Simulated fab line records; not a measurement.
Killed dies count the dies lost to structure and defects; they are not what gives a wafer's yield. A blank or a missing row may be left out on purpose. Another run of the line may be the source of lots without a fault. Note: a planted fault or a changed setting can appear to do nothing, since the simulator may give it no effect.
Which tool was responsible?    flow n5 finfet    45 wafers from 15 lots sampled at 6 of the route's 1938 steps

## WHAT THE GAUGES READ, wafer by wafer
N5_BEOL_M2_THK_MEAS_01.
lot   measured      on             M2_ILD_THK (nm)
L529  day 6 20:23   film metro-01  74.8 76.9 77.9
L530  day 7 00:18   film metro-01  80.5 82.2 81.3
L533  day 7 22:13   film metro-01  78.7 78.9 80.0
L532  day 7 23:10   film metro-02  77.8 79.2 80.1
L535  day 8 06:24   film metro-01  78.0 80.1 79.6
L536  day 8 07:22   film metro-02  77.2 76.4 77.2
L537  day 8 15:05   film metro-02  79.4 79.1 80.2
L539  day 9 05:16   film metro-01  78.5 78.2 79.0
L541  day 9 17:41   film metro-02  79.0 79.2 80.0
L545  day 10 11:38  film metro-01  77.7 77.7 77.6
L546  day 10 23:01  film metro-01  79.3 77.1 77.0
L547  day 11 05:10  film metro-02  77.7 79.7 79.4
L549  day 11 14:53  film metro-01  77.8 78.0 78.7
L550  day 11 19:24  film metro-01  77.8 78.1 79.8
L551  day 12 02:51  film metro-02  78.7 77.0 78.9

N5_BEOL_M2_INSPECT_13: inspects for defects (brightfield).
lot   measured      on                 raw defect count
L529  day 6 22:26   defect inspect-02  268 394 258
L530  day 7 01:41   defect inspect-02  469 453 479
L533  day 7 23:39   defect inspect-01  856 498 615
L532  day 8 00:23   defect inspect-01  269 342 261
L535  day 8 07:17   defect inspect-01  395 509 411
L536  day 8 08:42   defect inspect-01  504 458 475
L537  day 8 15:53   defect inspect-02  387 357 373
L539  day 9 06:44   defect inspect-01  680 386 375
L541  day 9 23:55   defect inspect-02  391 310 343
L545  day 10 12:53  defect inspect-02  327 373 412
L546  day 10 23:36  defect inspect-02  369 262 389
L547  day 11 07:07  defect inspect-02  335 326 251
L549  day 11 15:52  defect inspect-02  379 512 358
L550  day 11 20:51  defect inspect-01  315 438 350
L551  day 12 04:08  defect inspect-01  354 385 452

N5_BEOL_M2_CD_MEAS_18: pitch 36 nm, target cd 18 nm.
lot   measured      on         cd nm (nm)
L529  day 6 22:55   cd sem-03  18.0 18.7 17.9
L530  day 7 02:30   cd sem-02  17.9 18.0 18.3
L533  day 8 00:15   cd sem-02  18.0 17.7 18.2
L532  day 8 01:15   cd sem-03  18.3 17.9 17.8
L535  day 8 07:46   cd sem-01  18.0 18.4 18.5
L536  day 8 09:11   cd sem-03  18.1 18.4 18.1
L537  day 8 16:46   cd sem-01  18.2 18.9 17.8
L539  day 9 07:14   cd sem-01  18.5 18.1 19.5
L541  day 10 00:23  cd sem-02  18.1 17.8 18.3
L545  day 10 13:23  cd sem-02  - - -
L546  day 11 00:05  cd sem-02  - - -
L547  day 11 07:46  cd sem-01  - - -
L549  day 11 16:20  cd sem-01  18.0 18.3 18.6
L550  day 11 21:21  cd sem-03  18.1 17.7 17.4
L551  day 12 04:36  cd sem-02  18.8 18.8 18.1

N5_BEOL_M4_RC_MEAS_101.
lot   measured      on         DIBL_N (mV/V)   DIBL_P (mV/V)   IOFF_N (nA/um)     IOFF_P (nA/um)  ION_N (uA/um)  ION_P (uA/um)  SS_N (mV/dec)   SS_P (mV/dec)   VT_N (mV)    VT_P (mV)
L529  day 8 02:58   prober-01  37.7 36.9 36.8  38.6 36.7 37.4  0.156 0.151 0.145  0.22 0.20 0.21  647 672 674    451 461 464    72.1 70.9 70.4  73.9 72.5 73.5  252 252 250  -247 -248 -248
L530  day 8 00:16   prober-01  35.3 34.6 35.5  35.9 34.8 35.3  0.161 0.154 0.159  0.22 0.20 0.22  685 675 682    471 462 471    71.8 71.3 72.4  73.3 73.1 72.5  252 250 252  -248 -248 -248
L533  day 9 04:34   prober-01  37.6 37.9 36.8  36.9 37.5 35.5  0.169 0.162 0.147  0.20 0.22 0.18  693 684 675    465 461 462    71.9 71.7 71.4  73.8 74.0 72.9  245 247 251  -252 -249 -254
L532  day 9 07:14   prober-01  36.3 35.4 36.7  37.7 38.2 37.9  0.161 0.152 0.165  0.19 0.20 0.19  686 674 671    464 463 461    71.5 71.5 71.0  72.9 72.6 73.1  250 252 250  -256 -254 -256
L535  day 9 10:25   prober-01  38.1 37.8 37.9  36.8 36.6 36.3  0.191 0.178 0.174  0.26 0.26 0.23  692 686 685    481 475 468    71.9 71.9 71.4  72.9 73.2 73.2  247 247 248  -244 -242 -246
L536  day 9 12:13   prober-01  33.9 36.2 36.4  31.6 35.5 35.4  0.107 0.157 0.153  0.17 0.23 0.22  652 682 667    459 474 462    70.5 71.4 71.6  72.6 73.2 73.1  255 250 250  -251 -246 -247
L537  day 10 02:16  prober-02  34.6 35.9 35.2  34.3 35.7 34.7  0.121 0.136 0.137  0.19 0.21 0.19  663 674 677    457 467 468    70.1 71.3 70.8  73.5 72.8 72.4  253 252 250  -249 -247 -249
L539  day 10 15:32  prober-01  35.1 35.3 34.7  34.7 35.3 34.5  0.135 0.146 0.150  0.18 0.18 0.18  666 673 697    458 456 468    71.8 71.5 70.6  71.9 72.5 72.7  252 249 248  -251 -251 -251
L541  day 11 07:08  prober-02  39.7 36.7 38.2  38.6 35.2 37.0  0.244 0.162 0.192  0.31 0.25 0.27  677 668 669    467 468 459    73.2 72.6 72.4  74.3 73.2 74.0  245 252 248  -242 -243 -248
L549  day 13 02:19  prober-01  38.6 37.8 38.0  41.2 39.5 39.9  0.200 0.181 0.183  0.27 0.24 0.25  678 684 682    464 462 472    72.5 71.2 72.0  74.2 73.9 74.1  245 247 250  -247 -249 -247
L550  day 13 18:52  prober-02  35.8 38.4 35.3  35.0 37.4 33.1  0.147 0.197 0.138  0.19 0.24 0.18  677 691 682    463 478 464    71.3 71.6 71.0  72.4 72.5 71.9  250 246 254  -248 -247 -250
L551  day 13 22:43  prober-02  34.5 35.1 35.3  34.1 35.6 35.2  0.145 0.163 0.164  0.19 0.21 0.21  673 687 692    471 470 469    70.7 70.5 70.9  72.4 72.9 72.9  249 246 247  -249 -247 -247

## WHICH TOOL RAN EACH LOT (tool, then ch and the chambers of the sampled wafers, then the start)
lot   N5_BEOL_M1_CO_CAP_55              N5_BEOL_M2_HM_OPEN_17
L529  cvd co-02 ch 0,1,2, day 6 20:04   rie metal-02 ch 0,1, day 6 22:43
L530  cvd co-02 ch 1,2, day 6 23:58     rie metal-03 ch 0, day 7 02:14
L533  cvd co-02 ch 0,2, day 7 21:55     rie metal-01 ch 0,1, day 8 00:02
L532  cvd co-02 ch 1,2, day 7 22:52     rie metal-03 ch 0,1, day 8 01:00
L535  cvd co-02 ch 0,2, day 8 06:02     rie metal-03 ch 0,1, day 8 07:36
L536  cvd co-02 ch 0,1, day 8 07:01     rie metal-02 ch 0,1, day 8 08:59
L537  cvd co-01 ch 0,1,2, day 8 14:46   rie metal-03 ch 0,1, day 8 16:33
L539  cvd co-02 ch 0,1,2, day 9 04:57   rie metal-02 ch 0,1, day 9 07:01
L541  cvd co-01 ch 0,1, day 9 17:20     rie metal-01 ch 0,1, day 10 00:12
L545  cvd co-01 ch 0,1, day 10 11:20    rie metal-02 ch 0,1, day 10 13:10
L546  cvd co-02 ch 0,2, day 10 22:41    rie metal-03 ch 0,1, day 10 23:54
L547  cvd co-02 ch 1,2, day 11 04:51    rie metal-01 ch 0,1, day 11 07:24
L549  cvd co-01 ch 0,1,2, day 11 14:33  rie metal-03 ch 0,1, day 11 16:09
L550  cvd co-02 ch 0,1,2, day 11 19:04  rie metal-02 ch 0,1, day 11 21:08
L551  cvd co-02 ch 1,2, day 12 02:31    rie metal-01 ch 0,1, day 12 04:25
- N5_BEOL_M1_CO_CAP_55: material Co, precursor CCTBA/H2, target thk 2 nm, time 102.1 s.
- N5_BEOL_M2_HM_OPEN_17: chemistry Cl2/BCl3, target TiN, target depth 20 nm, overetch 6 nm.

## AS READ BY THE TOOLS THEMSELVES (means over the sampled wafers that have a number; for cases with no such wafer, the mark the record gives instead)
N5_BEOL_M1_CO_CAP_55.
lot   tool       heater power w (W)
L529  cvd co-02  235
L530  cvd co-02  237
L533  cvd co-02  238
L532  cvd co-02  230
L535  cvd co-02  243
L536  cvd co-02  229
L537  cvd co-01  225
L539  cvd co-02  232
L541  cvd co-01  231
L545  cvd co-01  235
L546  cvd co-02  235
L547  cvd co-02  228
L549  cvd co-01  232
L550  cvd co-02  233
L551  cvd co-02  232

N5_BEOL_M2_HM_OPEN_17.
lot   tool          bcl3 flow sccm (sccm)  bias w (W)  drypump motor current A (A)  he backside leak sccm (sccm)  oes product au (a.u.)  throttle valve pct (%)
L529  rie metal-02  21.70                  126.2       5.9                          3.5                           0.66                   22.24
L530  rie metal-03  21.75                  125.9       5.6                          3.4                           0.70                   22.02
L533  rie metal-01  21.73                  126.2       5.3                          3.3                           0.76                   21.95
L532  rie metal-03  21.69                  126.1       5.7                          3.4                           0.75                   21.97
L535  rie metal-03  21.75                  126.2       5.7                          3.3                           0.74                   21.98
L536  rie metal-02  21.75                  125.8       5.6                          3.3                           0.73                   22.33
L537  rie metal-03  21.78                  125.9       5.7                          3.3                           0.74                   21.98
L539  rie metal-02  21.74                  126.0       5.6                          3.3                           0.72                   22.33
L541  rie metal-01  21.82                  125.9       5.4                          3.3                           0.75                   21.97
L545  rie metal-02  -                      -           -                            -                             -                      -
L546  rie metal-03  -                      -           -                            -                             -                      -
L547  rie metal-01  -                      -           -                            -                             -                      -
L549  rie metal-03  21.79                  126.0       5.7                          3.6                           0.70                   22.01
L550  rie metal-02  21.79                  126.4       5.6                          3.5                           0.70                   22.34
L551  rie metal-01  21.78                  125.8       5.4                          3.3                           0.73                   21.99

## THE ANSWER, worked out from the rows above alone
Rule: what is usual is taken from the lots themselves. The widest of any qualifying gaps counts: lots, ordered by their means at a reading, are off when they make up no more than a third of the lots, leave a main group of 4 or more, and stand apart from it by 3 or more times the standard deviation of that group's means. Not used: any main group whose means are identical at the precision the tables above print for the reading. Also off: a lot with no number at a reading for which 4 or more lots have one. The other lots that the step has rows for count as sound. After the gauges, taken in route order, come the tools' own readings; for these a lot's mean is taken, as printed above. The first step at which some lot is off is used, and at that step the reading that is off furthest; a lot without a number counts as furthest.
Off, at N5_BEOL_M2_CD_MEAS_18 on cd nm: L545, L546, L547. Without a number there: L545, L546, L547. The main group has a mean of 18.2 nm with a standard deviation of 0.25.
A tool fits if, at a process step before that reading, it ran every lot that is off, and no sound lot after the first of them. The gauges at N5_BEOL_M2_CD_MEAS_18 aren't tried: what is off there is off at N5_BEOL_M2_HM_OPEN_17 too, on other tools, and a gauge's error can't cause that. No candidate that was tried fits.

## WHAT THE SIMULATOR HAD PUT IN
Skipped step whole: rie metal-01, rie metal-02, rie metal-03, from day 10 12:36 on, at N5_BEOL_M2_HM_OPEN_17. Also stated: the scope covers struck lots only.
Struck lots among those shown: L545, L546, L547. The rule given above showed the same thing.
